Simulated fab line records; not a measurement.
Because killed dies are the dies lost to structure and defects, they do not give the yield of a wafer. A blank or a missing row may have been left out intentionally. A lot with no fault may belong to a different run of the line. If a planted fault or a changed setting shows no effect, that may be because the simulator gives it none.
fab line records | flow nand_harc | part 2 of 2: steps 34 to 46 of 46
record: lots: 5 | wafers: 15 | last_day: 32
route steps=1302 shown A_CHANNEL_FILL_D1@503 A_DECK1_JOINT@518 A_ONON_D2@545
lots that met no fault: taken from a fault-free run of the same line
start_h: the number of hours between the record's first day and the start of the first shown wafer of the lot | wait_h: hours from the lot's prior step to this one | " unchanged from the row above | L1.1+2: a single row standing in for several wafers | - no value present, or no start provided | * or withheld: withheld | < > ~ a bound
route shown NAME@n: NAME is a module with steps in the file, n the number in the route of the first one | usual: the fault-free wafers' mean and standard deviation | same: alike in all rows | chamber/n: place in a boat | sites: the reading at each site | _std_site: their standard deviation | _edge_site: the outer-site mean with the inner-site mean subtracted | radius_mm: how far each site lies from the wafer's centre | mask NAME#n: copy n | behind: tool/chamber where the wafer was last shaped | hold: reason for holding the lot/hours on hold/outcome of the hold | device: which transistor (n, p or np) failed to switch | end of line: tests of these same wafers at the route's end | where a step has no rows: the recipe by itself | killed: at the first sort, the dies lost to defects and structure; wafer yield is something else | map: shows each die of a wafer: x if killed, . if not, _ if none is there
set.NAME: the setting the step ran with; set.NAME@STEP: the setting that earlier step ran with | model.NAME: the simulator's own value behind a step, which no gauge read
lots seen at some steps along the route; tables by step, rows by wafer
services: the hour from which a tool's chamber was out of use, counted from the record's first day as start_h (under 0 if before that day), plus the number of hours and why
== steps ==
step: NHARC_A_DECK1_JOINT_CMP_02
recipe: material: SiOx
usual: motor_current_A: 11.7/1.1 | pad_life_wafers: 183/86
lot.wafer | tool   | chamber | start_h | wait_h | motor_current_A | pad_life_wafers
L083.2    | cmp-02 | 1       | 357.85  | 0.4    | 13.7            | 102
L083.3    | "      | 3       | "       | "      | 11.3            | 104
L083.6    | "      | 2       | "       | "      | 11.1            | -
L085.4    | cmp-03 | 2       | 381.16  | 0.4    | 11.6            | 54
L085.2    | "      | 0       | "       | "      | 10.6            | 56
L085.5    | "      | 2       | "       | "      | 12.0            | -
L088.1    | cmp-02 | 0       | 414.62  | 0.4    | 10.6            | 331
L088.2    | "      | 2       | "       | "      | 10.9            | 333
L088.5    | "      | 0       | "       | "      | 10.3            | -
L093.1    | cmp-03 | 1       | 456.04  | 0.4    | 11.9            | 326
L093.4    | "      | 2       | "       | "      | 11.2            | 327
L093.6    | "      | 3       | "       | "      | 10.1            | -
L094.2    | cmp-02 | 3       | 479.58  | 0.4    | 11.8            | 206
L094.6    | "      | 1       | "       | "      | 13.9            | -
L094.5    | "      | 2       | "       | "      | 10.7            | -
step: NHARC_A_DECK1_JOINT_SRD_15
lot.wafer  | tool         | chamber | start_h | wait_h
L083.3+6+2 | wet_bench-07 | 0,1,4   | 358.15  | 0.0
L085.2+5+4 | wet_bench-07 | 2,6,7   | 381.46  | 0.0
L088.5+2+1 | wet_bench-04 | 0,2,4   | 414.90  | 0.0
L093.4+1+6 | wet_bench-04 | 3,4,6   | 456.29  | 0.0
L094.2+5+6 | wet_bench-07 | 7,0,3   | 479.83  | 0.0
step: NHARC_A_DECK1_JOINT_DEP_16
recipe: target_thk_a: 450 | temp_c: 400 | pressure_torr: 6.5 | rf_w: 900 | teos_flow_sccm: 161.4 | flow_sccm: 2650 | target_thk_nm: 45 | gas: O2 | material: SiO2
usual: heater_power_w: 568/76 | showerhead_vpp_V: 1852/63 | throttle_valve_pct: 16.2/0.51
lot.wafer | tool     | chamber | start_h | wait_h | heater_power_w | showerhead_vpp_V | throttle_valve_pct
L083.2    | pecvd-02 | 0       | 358.52  | 0.4    | 585            | 1813             | 16.3
L083.3    | "        | 1       | "       | "      | 555            | 1871             | 15.6
L083.6    | "        | 2       | "       | "      | 627            | 1898             | 16.5
L085.2    | pecvd-03 | 0       | 381.55  | 0.1    | 584            | 1869             | 16.6
L085.5    | "        | 0       | "       | "      | 425            | 1900             | 17.1
L085.4    | "        | 2       | "       | "      | 495            | 1757             | 15.8
L088.2    | pecvd-01 | 1       | 415.13  | 0.2    | 392            | 2041             | 16.7
L088.1    | "        | 2       | "       | "      | 614            | 1928             | 15.8
L088.5    | "        | 2       | "       | "      | 610            | 1896             | 15.7
L093.1    | pecvd-03 | 0       | 456.38  | 0.1    | 507            | 1884             | 17.4
L093.6    | "        | 0       | "       | "      | 505            | 1918             | 17.5
L093.4    | "        | 1       | "       | "      | 770            | 1776             | 16.2
L094.2    | pecvd-02 | 2       | 479.95  | 0.1    | 570            | 1916             | 16.5
L094.5    | "        | 2       | "       | "      | 566            | 1908             | 16.3
L094.6    | "        | 0       | "       | "      | 590            | 1852             | 16.7
step: NHARC_A_DECK1_JOINT_THK_MEAS_17
recipe: thk_meas_gauge: ellipsometry
usual: thk_nm: 44.8/1.2
lot.wafer | tool          | chamber | start_h | wait_h | thk_nm
L083.2    | film_metro-01 | -       | 358.77  | 0.2    | 41.9
L083.3    | "             | -       | "       | "      | 43.2
L083.6    | "             | -       | "       | "      | 44.3
L085.2    | film_metro-01 | -       | 381.83  | 0.3    | 43.7
L085.4    | "             | -       | "       | "      | 46.1
L085.5    | "             | -       | "       | "      | 44.7
L088.1    | film_metro-02 | -       | 415.39  | 0.2    | 45.3
L088.2    | "             | -       | "       | "      | 45.2
L088.5    | "             | -       | "       | "      | 44.4
L093.1    | film_metro-01 | -       | 456.66  | 0.3    | 45.8
L093.4    | "             | -       | "       | "      | 44.4
L093.6    | "             | -       | "       | "      | 44.9
L094.2    | film_metro-01 | -       | 480.20  | 0.2    | 42.5
L094.5    | "             | -       | "       | "      | 44.9
L094.6    | "             | -       | "       | "      | 45.5
step: NHARC_A_DECK1_JOINT_INSPECT_05
usual: raw_defect_count: 312/150
lot.wafer | tool              | chamber | start_h | wait_h | raw_defect_count
L083.2    | defect_inspect-02 | -       | 358.81  | 0.0    | 212
L083.3    | "                 | -       | "       | "      | 250
L083.6    | "                 | -       | "       | "      | 220
L085.2    | defect_inspect-02 | -       | 381.87  | 0.0    | 341
L085.4    | "                 | -       | "       | "      | 211
L085.5    | "                 | -       | "       | "      | 202
L088.1    | defect_inspect-02 | -       | 415.42  | 0.0    | 228
L088.2    | "                 | -       | "       | "      | 263
L088.5    | "                 | -       | "       | "      | 166
L093.1    | defect_inspect-01 | -       | 456.70  | 0.0    | 318
L093.4    | "                 | -       | "       | "      | 370
L093.6    | "                 | -       | "       | "      | 221
L094.2    | defect_inspect-02 | -       | 480.24  | 0.0    | 309
L094.5    | "                 | -       | "       | "      | 321
L094.6    | "                 | -       | "       | "      | 486
step: NHARC_A_ONON_D2_DEP_00
recipe: target_thk_a: 10000 | n2_flow_sccm: 2750 | n2o_flow_sccm: 2000 | nh3_flow_sccm: 500 | sih4_flow_sccm: 210 | temp_c: 400
lot.wafer  | tool          | chamber | start_h | wait_h
L083.2+3+6 | pecvd_onon-03 | 0       | 358.93  | 0.1
L085.2+4+5 | pecvd_onon-02 | 0       | 381.99  | 0.1
L088.1+2+5 | pecvd_onon-04 | 0       | 415.49  | 0.1
L093.1+4+6 | pecvd_onon-04 | 0       | 456.76  | 0.1
L094.2+5+6 | pecvd_onon-02 | 0       | 480.36  | 0.1
step: NHARC_A_ONON_D2_THK_MEAS_02
recipe: thk_meas_gauge: ellipsometry
usual: thk_nm: 1000/9.3
lot.wafer | tool          | chamber | start_h | wait_h | thk_nm
L083.2    | film_metro-02 | -       | 359.39  | -      | 995
L083.3    | "             | -       | "       | "      | 995
L083.6    | "             | -       | "       | "      | 998
L085.2    | film_metro-01 | -       | 382.44  | -      | 1005
L085.4    | "             | -       | "       | "      | 1002
L085.5    | "             | -       | "       | "      | 1003
L088.1    | film_metro-01 | -       | 416.00  | -      | 1007
L088.2    | "             | -       | "       | "      | 1008
L088.5    | "             | -       | "       | "      | 1008
L093.1    | film_metro-02 | -       | 457.28  | -      | 999
L093.4    | "             | -       | "       | "      | 1001
L093.6    | "             | -       | "       | "      | 1000
L094.2    | film_metro-02 | -       | 480.81  | -      | 1009
L094.5    | "             | -       | "       | "      | 1007
L094.6    | "             | -       | "       | "      | 1007
step: NHARC_A_ONON_D2_DEP_03
recipe: target_thk_a: 10000 | n2_flow_sccm: 2750 | n2o_flow_sccm: 2000 | nh3_flow_sccm: 500 | sih4_flow_sccm: 210 | temp_c: 400
lot.wafer  | tool          | chamber | start_h | wait_h
L083.2+3+6 | pecvd_onon-04 | 0       | 359.50  | 0.1
L085.2+4+5 | pecvd_onon-04 | 0       | 382.55  | 0.1
L088.1+2+5 | pecvd_onon-04 | 0       | 416.05  | 0.1
L093.1+4+6 | pecvd_onon-02 | 0       | 457.33  | 0.1
L094.2+5+6 | pecvd_onon-04 | 0       | 480.93  | 0.1
step: NHARC_A_ONON_D2_THK_MEAS_05
recipe: thk_meas_gauge: ellipsometry
usual: thk_nm: 997/10
lot.wafer | tool          | chamber | start_h | wait_h | thk_nm
L083.2    | film_metro-02 | -       | 359.96  | -      | 1001
L083.3    | "             | -       | "       | "      | 1004
L083.6    | "             | -       | "       | "      | 1001
L085.2    | film_metro-01 | -       | 383.01  | -      | 1005
L085.4    | "             | -       | "       | "      | 1005
L085.5    | "             | -       | "       | "      | 1002
L088.1    | film_metro-01 | -       | 416.57  | -      | 984
L088.2    | "             | -       | "       | "      | 983
L088.5    | "             | -       | "       | "      | 986
L093.1    | film_metro-02 | -       | 457.85  | -      | 997
L093.4    | "             | -       | "       | "      | 1001
L093.6    | "             | -       | "       | "      | 999
L094.2    | film_metro-02 | -       | 481.38  | -      | 994
L094.5    | "             | -       | "       | "      | 992
L094.6    | "             | -       | "       | "      | 992
step: NHARC_A_ONON_D2_DEP_06
recipe: target_thk_a: 10000 | n2_flow_sccm: 2750 | n2o_flow_sccm: 2000 | nh3_flow_sccm: 500 | sih4_flow_sccm: 210 | temp_c: 400
lot.wafer  | tool          | chamber | start_h | wait_h
L083.2+3+6 | pecvd_onon-02 | 0       | 360.07  | 0.1
L085.2+4+5 | pecvd_onon-03 | 0       | 383.13  | 0.1
L088.1+2+5 | pecvd_onon-04 | 0       | 416.62  | 0.1
L093.1+4+6 | pecvd_onon-03 | 0       | 457.90  | 0.1
L094.2+5+6 | pecvd_onon-03 | 0       | 481.49  | 0.1
step: NHARC_A_ONON_D2_THK_MEAS_08
recipe: thk_meas_gauge: ellipsometry
usual: thk_nm: 999/11
lot.wafer | tool          | chamber | start_h | wait_h | thk_nm
L083.2    | film_metro-02 | -       | 360.52  | -      | 990
L083.3    | "             | -       | "       | "      | 988
L083.6    | "             | -       | "       | "      | 988
L085.2    | film_metro-01 | -       | 383.58  | -      | 995
L085.4    | "             | -       | "       | "      | 995
L085.5    | "             | -       | "       | "      | 994
L088.1    | film_metro-02 | -       | 417.14  | -      | 1003
L088.2    | "             | -       | "       | "      | 1005
L088.5    | "             | -       | "       | "      | 1003
L093.1    | film_metro-02 | -       | 458.41  | -      | 1013
L093.4    | "             | -       | "       | "      | 1014
L093.6    | "             | -       | "       | "      | 1014
L094.2    | film_metro-02 | -       | 481.95  | -      | 1002
L094.5    | "             | -       | "       | "      | 1004
L094.6    | "             | -       | "       | "      | 1002
step: NHARC_A_ONON_D2_DEP_09
recipe: target_thk_a: 10000 | n2_flow_sccm: 2750 | n2o_flow_sccm: 2000 | nh3_flow_sccm: 500 | sih4_flow_sccm: 210 | temp_c: 400
lot.wafer  | tool          | chamber | start_h | wait_h
L083.2+3+6 | pecvd_onon-03 | 0       | 360.64  | 0.1
L085.2+4+5 | pecvd_onon-02 | 0       | 383.70  | 0.1
L088.1+2+5 | pecvd_onon-04 | 0       | 417.19  | 0.1
L093.1+4+6 | pecvd_onon-04 | 0       | 458.47  | 0.1
L094.2+5+6 | pecvd_onon-02 | 0       | 482.06  | 0.1
step: NHARC_A_ONON_D2_THK_MEAS_11
recipe: thk_meas_gauge: ellipsometry
usual: thk_nm: 1002/10
lot.wafer | tool          | chamber | start_h | wait_h | thk_nm
L083.2    | film_metro-02 | -       | 361.09  | -      | 984
L083.3    | "             | -       | "       | "      | 985
L083.6    | "             | -       | "       | "      | 985
L085.2    | film_metro-01 | -       | 384.15  | -      | 1015
L085.4    | "             | -       | "       | "      | 1014
L085.5    | "             | -       | "       | "      | 1015
L088.1    | film_metro-01 | -       | 417.71  | -      | 983
L088.2    | "             | -       | "       | "      | 985
L088.5    | "             | -       | "       | "      | 985
L093.1    | film_metro-02 | -       | 458.99  | -      | 1000
L093.4    | "             | -       | "       | "      | 998
L093.6    | "             | -       | "       | "      | 996
L094.2    | film_metro-02 | -       | 482.51  | -      | 1014
L094.5    | "             | -       | "       | "      | 1016
L094.6    | "             | -       | "       | "      | 1016
== services ==
tool          | chamber | start_h | hours | kind
rie_si-02     | 3       | 294.20  | 2.1   | repair
fcvd-02       | -       | 308.00  | 1.6   | repair
pecvd_onon-04 | -       | 311.24  | 13.0  | pm
cmp-02        | -       | 330.50  | 4.0   | pm
wet_bench-04  | -       | 334.02  | 2.5   | repair
wet_bench-07  | -       | 336.03  | 8.0   | pm
cmp-02        | -       | 336.17  | 1.3   | repair
wet_h3po4-01  | -       | 341.00  | 8.0   | pm
fcvd-02       | 1       | 353.91  | 4.1   | repair
rie_diel-04   | -       | 354.90  | 9.0   | pm
pecvd_onon-02 | -       | 366.00  | 13.0  | pm
fcvd-02       | 1       | 366.34  | 11.1  | repair
wet_bench-06  | -       | 369.60  | 8.0   | pm
fcvd-02       | 1       | 402.87  | 10.2  | repair
wet_bench-04  | -       | 403.20  | 8.0   | pm
wet_h3po4-01  | -       | 405.44  | 2.2   | repair
cmp-02        | -       | 428.50  | 4.0   | pm
cmp-02        | -       | 435.78  | 0.6   | repair
wet_bench-05  | -       | 436.80  | 8.0   | pm
wet_bench-06  | -       | 438.93  | 0.7   | repair
rie_diel-04   | 1       | 446.90  | 18.0  | repair
fcvd-02       | -       | 450.00  | 13.0  | pm
wet_bench-01  | -       | 453.60  | 8.0   | pm
cmp-02        | -       | 471.82  | 0.6   | repair
